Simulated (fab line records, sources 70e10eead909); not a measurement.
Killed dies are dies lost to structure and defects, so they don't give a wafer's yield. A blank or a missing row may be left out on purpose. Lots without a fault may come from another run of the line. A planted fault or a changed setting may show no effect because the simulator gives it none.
A struck lot beside a sound one | flow nand_harc | 14 steps out of a route of 1302
Sound: wafers L349.1, L349.4, L349.5. Struck: wafer L342.4. (L342.5, L342.6 of the same lot were not struck and are left out.) The cause comes at the end.
At each step with rows: each side's tool, then ch and its chambers, then its first start. Under that, the readings that differ: sound wafers | struck wafers | difference of the means | sigmas: that difference in standard deviations of wafers without a fault.
alike: readings whose means differ by less than 2 such deviations, and words and numbers that are the same on both sides. not compared: withheld readings, readings that some wafer has no value for, bounds like >300 that may hide the same value, and numbers for which the record gives no deviation and whose values overlap.
The two part at a step that has a row with sigmas, a row that says differs or no value, or rows on one side only. Numbers that don't overlap but have no deviation are shown without sigmas and don't part them. A reading that every wafer of one side lacks parts them only if that side has two wafers or more.

first, 2 steps without rows for these wafers: NHARC_A_ONON_D1_ANNEAL_15 (time 3600 s); NHARC_A_ONON_D1_DEP_16 (target thk 1000 nm).
NHARC_A_ONON_D1_THK_MEAS_18: measures by ellipsometry.
  sound on film_metro-01, day 15 02:07; struck on film_metro-02, day 12 06:30
  alike: thk_nm
then, 1 step without rows for these wafers: NHARC_A_ONON_D1_DEP_19 (target thk 1000 nm).
NHARC_A_ONON_D1_THK_MEAS_21: measures by ellipsometry.
  sound on film_metro-01, day 15 02:41; struck on film_metro-02, day 12 07:08
  alike: thk_nm
then, 1 step without rows for these wafers: NHARC_A_ONON_D1_DEP_22 (target thk 1000 nm).
NHARC_A_ONON_D1_THK_MEAS_24: measures by ellipsometry.
  sound on film_metro-02, day 15 03:14; struck on film_metro-02, day 12 07:42
  alike: thk_nm
then, 1 step without rows for these wafers: NHARC_A_ONON_D1_DEP_25 (target thk 1000 nm).
NHARC_A_ONON_D1_THK_MEAS_27: measures by ellipsometry.
  sound on film_metro-02, day 15 03:49; struck on film_metro-02, day 12 08:16
  alike: thk_nm
then, 1 step without rows for these wafers: NHARC_A_ONON_D1_DEP_28 (target thk 1000 nm).
NHARC_A_ONON_D1_THK_MEAS_30: measures by ellipsometry.
  sound on film_metro-02, day 15 04:23; struck on film_metro-01, day 12 08:50
  alike: thk_nm
NHARC_A_ONON_D1_DEP_33: deposits SiO2, target thk 200 nm.
  sound on pecvd-03 ch 1,2, day 15 04:32; struck on pecvd-01 ch 2, day 12 09:02
  reading                   | sound             | struck | difference | sigmas
  mfc_precursor_sccm (sccm) | 162.2 162.0 162.1 | 134.8  | -27.3      | -55
  alike: heater_power_w, throttle_valve_pct
NHARC_A_ONON_D1_THK_MEAS_34: measures by ellipsometry.
  sound on film_metro-02, day 15 04:51; struck on film_metro-01, day 12 09:29
  reading     | sound       | struck | difference | sigmas
  thk_nm (nm) | 202 207 204 | 170    | -34        | -11
  not compared: hold
NHARC_END_SORT_01:
  the record has rows for the sound wafers here (prober-01 ch 0, day 31 11:23) and none for the struck ones

WHERE THEY PART
First at NHARC_A_ONON_D1_DEP_33; last, within this record, at NHARC_END_SORT_01.

WHY: what the simulator had put in
Process parameter drift: pecvd-01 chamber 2, from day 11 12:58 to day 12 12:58, at NHARC_A_ONON_D1_DEP_33. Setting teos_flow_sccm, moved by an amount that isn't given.
